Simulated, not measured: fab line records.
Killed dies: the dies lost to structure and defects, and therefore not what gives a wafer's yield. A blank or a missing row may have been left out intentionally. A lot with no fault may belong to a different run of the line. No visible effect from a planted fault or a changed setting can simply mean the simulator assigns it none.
fab line records    flow nand_harc
record lots=12  wafers=36  last_day=33
route steps=1302 shown P_GATE@144
lots untouched by any fault: they come from a run of this same line in which no faults occurred
start_h: hours from the record's first day to the start of the lot's first wafer shown    wait_h: time in hours since the lot's previous step    " same as the row above    L1.1+2: one row covering several wafers at once    - no value present, or no start provided    * or withheld: withheld    < > ~ a bound
route shown NAME@n: a module of which the file shows steps, and the number in the route of the first    usual: mean/standard deviation of fault-free wafers    same: alike in all rows    chamber/n: place in a boat    sites: readings site by site    _std_site: standard deviation across them    _edge_site: inner sites' mean taken away from outer sites' mean    radius_mm: how far each site lies from the wafer's centre    mask NAME#n: copy n    behind: tool/chamber where the wafer was last shaped    hold: why the lot was held/for how many hours/how that ended    device: transistor that didn't switch, given as n, p or np    end of line: the route-end tests of the same wafers    a step given without rows: its recipe and nothing more    killed: dies lost to structure and defects at the first sort, not the wafer's yield    map: a wafer's dies, x killed, . not, _ none there
set.NAME: the setting the step ran with; set.NAME@STEP: the setting that earlier step ran with    model.NAME: the simulator's own value behind a step, which no gauge read
steps of the route over a sample of lots; a table a step, a row a wafer
services: the hour from which a tool's chamber was out of use, counted from the record's first day as start_h (under 0 if before that day), plus the number of hours and why
## steps
# step NHARC_P_GATE_DESCUM_31
# recipe time_s=3  o2_flow_sccm=200  ar_flow_sccm=0  bias_power_w=0  chemistry=O2
# usual drypump_motor_current_A=5.8/0.58  oes_product_au=1.000/0.011  rf_vpp_V=57.8/0.88  showerhead_plenum_p_Torr=1.93/0.053  throttle_valve_pct=11.311/0.0092
lot.wafer  tool         chamber  start_h  wait_h  drypump_motor_current_A  oes_product_au  rf_hours_counter_h  rf_vpp_V  showerhead_plenum_p_Torr  throttle_valve_pct
L214.3     rie_diel-05  1        99.32    0.1     5.1                      1.003           2.8                 57.5      1.95                      11.319
L214.4     "            2        "        "       6.5                      1.016           1.8                 60.5      1.99                      11.317
L214.1     "            0        "        "       5.0                      0.994           2.9                 58.8      2.00                      11.320
L216.3     rie_diel-02  1        124.95   0.1     5.8                      1.016           3.9                 58.7      1.96                      11.318
L216.2     "            2        "        "       6.5                      1.013           2.7                 59.4      1.91                      11.300
L216.5     "            0        "        "       5.3                      1.006           -                   57.8      1.95                      11.287
L217.2     rie_diel-05  0        129.93   0.1     5.0                      0.991           4.2                 57.3      2.00                      11.307
L217.6     "            3        "        "       6.2                      1.009           -                   57.7      1.83                      11.320
L217.5     "            0        "        "       5.0                      0.993           -                   57.5      2.00                      11.306
L218.3     rie_diel-02  3        148.74   0.1     5.9                      0.996           4.9                 57.4      1.95                      11.308
L218.2     "            0        "        "       5.3                      1.018           4.7                 58.1      1.95                      11.306
L218.6     "            3        "        "       5.9                      0.992           -                   57.8      1.96                      11.312
L220.2     rie_diel-02  1        166.87   0.1     5.7                      1.005           5.2                 57.1      1.96                      11.316
L220.1     "            3        "        "       5.9                      0.988           6.1                 58.3      1.95                      11.305
L220.6     "            1        "        "       5.7                      1.006           -                   57.4      1.96                      11.306
L221.1     rie_diel-03  3        181.13   0.1     6.4                      1.003           4.9                 57.5      1.89                      11.332
L221.3     "            1        "        "       6.1                      0.995           4.9                 56.8      1.82                      11.307
L221.6     "            0        "        "       6.8                      1.006           -                   58.7      1.94                      11.305
L223.1     rie_diel-05  0        195.60   0.1     5.0                      0.989           8.3                 56.9      2.00                      11.313
L223.6     "            0        "        "       5.0                      0.986           -                   57.0      2.00                      11.319
L223.5     "            1        "        "       5.1                      1.006           -                   58.7      1.95                      11.319
L224.2     rie_diel-05  2        204.07   0.1     6.5                      1.011           8.8                 58.8      1.99                      11.329
L224.3     "            0        "        "       5.0                      0.988           8.6                 57.3      2.00                      11.304
L224.1     "            1        "        "       5.1                      0.999           9.4                 58.1      1.95                      11.306
L225.4     rie_diel-02  0        210.82   0.1     5.3                      1.008           8.8                 57.8      1.95                      11.319
L225.1     "            1        "        "       5.8                      1.006           7.8                 58.8      1.96                      11.328
L225.6     "            0        "        "       5.3                      1.007           -                   57.5      1.95                      11.296
L226.2     rie_diel-03  3        222.00   0.1     6.4                      0.991           8.3                 58.6      1.89                      11.311
L226.4     "            1        "        "       6.1                      0.995           7.8                 57.7      1.82                      11.313
L226.5     "            3        "        "       6.4                      0.989           -                   57.7      1.89                      11.302
L236.1     rie_diel-02  3        322.62   0.1     5.9                      0.989           6.5                 56.4      1.95                      11.314
L236.4     "            0        "        "       5.3                      0.994           6.0                 55.5      1.95                      11.320
L236.2     "            1        "        "       5.8                      0.998           5.6                 60.0      1.96                      11.322
L237.4     rie_diel-02  2        329.80   0.1     6.5                      0.984           7.0                 57.3      1.90                      11.322
L237.2     "            0        "        "       5.3                      1.007           6.6                 57.8      1.95                      11.311
L237.6     "            2        "        "       6.5                      0.980           -                   57.3      1.90                      11.318
# step NHARC_P_GATE_STRIP_76
# recipe power_w=1500  temp_c=250  chemistry=O2
# usual drypump_motor_current_A=5.8/0.52  heater_power_w=344/11
lot.wafer  tool             chamber  start_h  wait_h  drypump_motor_current_A  heater_power_w  rf_hours_counter_h
L214.1     plasma_asher-01  0        115.74   0.2     5.5                      346             26
L214.4     "                1        "        "       6.2                      341             -
L214.3     "                0        "        "       5.5                      349             -
L216.2     plasma_asher-02  0        139.19   0.2     4.8                      350             10
L216.3     "                1        "        "       6.4                      324             -
L216.5     "                0        "        "       4.8                      350             -
L217.2     plasma_asher-01  0        144.16   0.2     5.5                      343             31
L217.6     "                1        "        "       6.2                      340             -
L217.5     "                0        "        "       5.5                      348             -
L218.2     plasma_asher-01  0        163.61   0.2     5.5                      345             37
L218.3     "                0        "        "       5.5                      345             -
L218.6     "                0        "        "       5.5                      345             -
L220.2     plasma_asher-01  0        181.26   0.2     5.5                      358             4
L220.1     "                1        "        "       6.2                      349             4
L220.6     "                0        "        "       5.5                      362             -
L221.1     plasma_asher-01  0        195.23   0.2     5.5                      353             7
L221.3     "                1        "        "       6.2                      356             -
L221.6     "                0        "        "       5.5                      352             -
L223.1     plasma_asher-01  1        209.80   0.2     6.2                      347             10
L223.5     "                1        "        "       6.2                      342             -
L223.6     "                0        "        "       5.5                      358             -
L224.2     plasma_asher-01  1        218.40   0.2     6.2                      350             11
L224.1     "                0        "        "       5.5                      359             11
L224.3     "                0        "        "       5.5                      358             -
L225.1     plasma_asher-01  1        225.01   0.2     6.2                      344             13
L225.4     "                1        "        "       6.2                      347             -
L225.6     "                1        "        "       6.2                      346             -
L226.2     plasma_asher-01  0        236.40   0.2     5.5                      352             14
L226.4     "                0        "        "       5.5                      355             -
L226.5     "                1        "        "       6.2                      353             -
L236.2     plasma_asher-02  0        337.32   0.2     4.8                      338             14
L236.1     "                1        "        "       6.4                      324             14
L236.4     "                1        "        "       6.4                      328             -
L237.2     plasma_asher-02  0        344.02   0.2     4.8                      339             15
L237.4     "                1        "        "       6.4                      319             -
L237.6     "                0        "        "       4.8                      337             -
# step NHARC_P_GATE_EXPOSE_88
# recipe na=0.6  target_cd_nm=2000  dose_mj=11.87  mask_id=P_HVN
# usual reticle_temp_C=22.99/0.13
# same na=0.6
lot.wafer  tool            chamber  start_h  wait_h  mask        reticle_temp_C
L214.1     krf_scanner-02  0        116.49   -       P_HVN#0     23.04
L214.3     "               0        "        "       P_HVN#0     22.94
L214.4     "               0        "        "       P_HVN#0     22.87
L216.2     krf_scanner-04  0        139.96   -       P_HVN#0     23.24
L216.3     "               0        "        "       P_HVN#0     23.02
L216.5     "               0        "        "       P_HVN#0     23.07
L217.2     krf_scanner-04  0        144.79   -       P_HVN#0     23.14
L217.5     "               0        "        "       P_HVN#0     23.16
L217.6     "               0        "        "       P_HVN#0     23.22
L218.2     krf_scanner-04  0        164.25   -       P_HVN#0     22.92
L218.3     "               0        "        "       P_HVN#0     22.91
L218.6     "               0        "        "       P_HVN#0     22.85
L220.1     krf_scanner-01  0        182.02   -       P_HVN#0     23.02
L220.2     "               0        "        "       P_HVN#0     23.07
L220.6     "               0        "        "       P_HVN#0     23.21
L221.1     krf_scanner-02  0        195.99   -       P_HVN#0     22.95
L221.3     "               0        "        "       P_HVN#0     22.90
L221.6     "               0        "        "       P_HVN#0     22.90
L223.1     krf_scanner-02  0        210.56   -       P_HVN#0     22.82
L223.5     "               0        "        "       P_HVN#0     23.05
L223.6     "               0        "        "       P_HVN#0     22.87
L224.1     krf_scanner-02  0        219.03   -       P_HVN#0     22.91
L224.2     "               0        "        "       P_HVN#0     22.98
L224.3     "               0        "        "       P_HVN#0     23.13
L225.1     krf_scanner-02  0        225.64   -       P_HVN#0     23.18
L225.4     "               0        "        "       P_HVN#0     22.89
L225.6     "               0        "        "       P_HVN#0     23.06
L226.2     krf_scanner-01  0        237.17   -       P_HVN_R1#0  23.09
L226.4     "               0        "        "       P_HVN_R1#0  23.13
L226.5     "               0        "        "       P_HVN_R1#0  23.10
L236.1     krf_scanner-04  0        338.09   -       P_HVN#0     22.88
L236.2     "               0        "        "       P_HVN#0     22.93
L236.4     "               0        "        "       P_HVN#0     22.80
L237.2     krf_scanner-04  0        344.68   -       P_HVN#0     23.08
L237.4     "               0        "        "       P_HVN#0     23.07
L237.6     "               0        "        "       P_HVN#0     22.91
# step NHARC_P_GATE_CD_MEAS_91
# recipe target_cd_nm=2000  landing_energy_ev=500
# usual cd_nm=2000.1/2.2
lot.wafer  tool       chamber  start_h  wait_h  cd_nm
L214.1     cd_sem-03  0        116.65   -       1996.8
L214.3     "          0        "        "       1997.0
L214.4     "          0        "        "       1997.8
L216.2     cd_sem-01  0        140.11   -       1997.6
L216.3     "          0        "        "       1995.7
L216.5     "          0        "        "       1999.4
L217.2     cd_sem-01  0        144.94   -       2002.0
L217.5     "          0        "        "       2003.0
L217.6     "          0        "        "       2000.2
L218.2     cd_sem-02  0        164.40   -       2001.9
L218.3     "          0        "        "       2000.9
L218.6     "          0        "        "       2002.9
L220.1     cd_sem-03  0        182.18   -       1999.7
L220.2     "          0        "        "       1999.4
L220.6     "          0        "        "       1998.1
L221.1     cd_sem-03  0        196.15   -       2001.7
L221.3     "          0        "        "       2002.1
L221.6     "          0        "        "       2002.0
L223.1     cd_sem-02  0        210.72   -       1999.8
L223.5     "          0        "        "       1998.6
L223.6     "          0        "        "       2000.9
L224.1     cd_sem-03  0        219.19   -       2001.7
L224.2     "          0        "        "       2003.8
L224.3     "          0        "        "       2002.7
L225.1     cd_sem-03  0        225.80   -       2001.8
L225.4     "          0        "        "       2000.1
L225.6     "          0        "        "       2001.7
L226.2     cd_sem-01  0        237.32   -       1955.5
L226.4     "          0        "        "       1953.8
L226.5     "          0        "        "       1956.4
L236.1     cd_sem-02  0        338.25   -       1999.5
L236.2     "          0        "        "       1998.2
L236.4     "          0        "        "       2000.0
L237.2     cd_sem-02  0        344.84   -       1996.4
L237.4     "          0        "        "       1997.5
L237.6     "          0        "        "       1999.6
# step NHARC_P_GATE_RTA_82
# recipe temp_c=450  time_s=30
# usual lamp_power_pct=3.67/0.065  lamp_zone_4_pct=3.67/0.065  wafer_temp_C_max=451.7/0.36
lot.wafer  tool           chamber  start_h  wait_h  lamp_power_pct  lamp_zone_4_pct  wafer_temp_C_max
L214.1     rtp_anneal-01  0        119.51   -       3.63            3.62             451.4
L214.3     "              0        "        "       3.62            3.62             451.4
L214.4     "              0        "        "       3.62            3.62             451.1
L216.2     rtp_anneal-01  0        143.03   -       3.63            3.63             451.7
L216.3     "              0        "        "       3.63            3.63             451.7
L216.5     "              0        "        "       3.63            3.63             451.9
L217.2     rtp_anneal-02  0        147.94   -       3.76            3.76             451.3
L217.5     "              0        "        "       3.76            3.76             451.1
L217.6     "              0        "        "       3.77            3.77             451.2
L218.2     rtp_anneal-01  0        176.77   -       3.63            3.62             451.9
L218.3     "              0        "        "       3.62            3.63             451.2
L218.6     "              0        "        "       3.62            3.63             451.4
L220.1     rtp_anneal-01  0        185.06   -       3.62            3.63             451.1
L220.2     "              0        "        "       3.62            3.62             451.6
L220.6     "              0        "        "       3.62            3.63             451.9
L221.1     rtp_anneal-02  0        199.02   -       3.76            3.77             451.3
L221.3     "              0        "        "       3.76            3.76             451.7
L221.6     "              0        "        "       3.76            3.76             451.8
L223.1     rtp_anneal-01  0        213.60   -       3.62            3.63             452.1
L223.5     "              0        "        "       3.63            3.62             452.2
L223.6     "              0        "        "       3.62            3.62             451.7
L224.1     rtp_anneal-02  0        222.07   -       3.76            3.77             451.3
L224.2     "              0        "        "       3.77            3.76             451.9
L224.3     "              0        "        "       3.76            3.76             451.3
L225.1     rtp_anneal-01  0        228.68   -       3.63            3.63             451.9
L225.4     "              0        "        "       3.63            3.62             451.8
L225.6     "              0        "        "       3.63            3.63             452.0
L226.2     rtp_anneal-01  0        240.21   -       3.62            3.62             451.3
L226.4     "              0        "        "       3.63            3.63             451.7
L226.5     "              0        "        "       3.62            3.62             451.5
L236.1     rtp_anneal-01  0        341.14   -       3.63            3.63             451.5
L236.2     "              0        "        "       3.63            3.63             451.7
L236.4     "              0        "        "       3.62            3.63             451.3
L237.2     rtp_anneal-01  0        347.73   -       3.62            3.62             452.7
L237.4     "              0        "        "       3.63            3.63             451.7
L237.6     "              0        "        "       3.63            3.62             451.9
## services
tool             chamber  start_h  hours  kind
krf_scanner-01   -        88.45    7.6    repair
rie_diel-02      2        99.92    22.2   repair
krf_scanner-02   -        100.12   4.0    pm
rie_diel-03      -        104.30   9.0    pm
rie_diel-03      0        134.75   12.1   repair
krf_scanner-01   -        140.00   4.0    pm
rie_diel-03      2        144.58   12.4   repair
plasma_asher-01  -        156.69   2.2    repair
krf_scanner-02   -        156.91   6.9    repair
plasma_asher-02  -        159.37   19.0   repair
plasma_asher-01  -        165.15   9.0    pm
rie_diel-03      0        181.59   8.4    repair
krf_scanner-04   -        182.00   4.0    pm
rie_diel-05      0        182.38   3.2    repair
rie_diel-02      1        185.47   4.4    repair
krf_scanner-04   -        193.51   3.3    repair
krf_scanner-01   -        198.70   2.8    repair
krf_scanner-04   -        204.06   0.6    repair
rie_diel-02      -        216.70   9.0    pm
rie_diel-05      -        229.62   9.0    pm
krf_scanner-04   -        232.28   0.5    repair
plasma_asher-02  -        249.27   9.0    pm
krf_scanner-02   -        272.12   4.0    pm
plasma_asher-01  -        342.48   9.0    pm
## key
first_sign step=NHARC_P_GATE_EXPOSE_88  reading=mask  direction=changed
effect step=NHARC_P_GATE_CD_MEAS_91  reading=cd_nm  direction=down  sigmas=20  usual=2000.1  struck=1955.2
met_at NHARC_P_GATE_EXPOSE_88
struck_lots L226
tester_left_out L226
not_acting_at NHARC_P_GATE_DESCUM_31,NHARC_P_GATE_STRIP_76,NHARC_P_GATE_RTA_82
onset_between 182.02 237.17
fault kind=wrong_mask  tool=any  chamber=-  onset_h=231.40  steps=NHARC_P_GATE_EXPOSE_88  aux_copy=P_HVN_R1#0  cd_offset_nm=-42.739  scope=struck_lots_only
# tester_left_out: of these lots the tester's yield and bins aren't shown, on N5 and GAA mostly nor the transistor test; their killed dies are dies lost to structure and defects alone, not to doping, threshold or leakage, so they don't give the yield
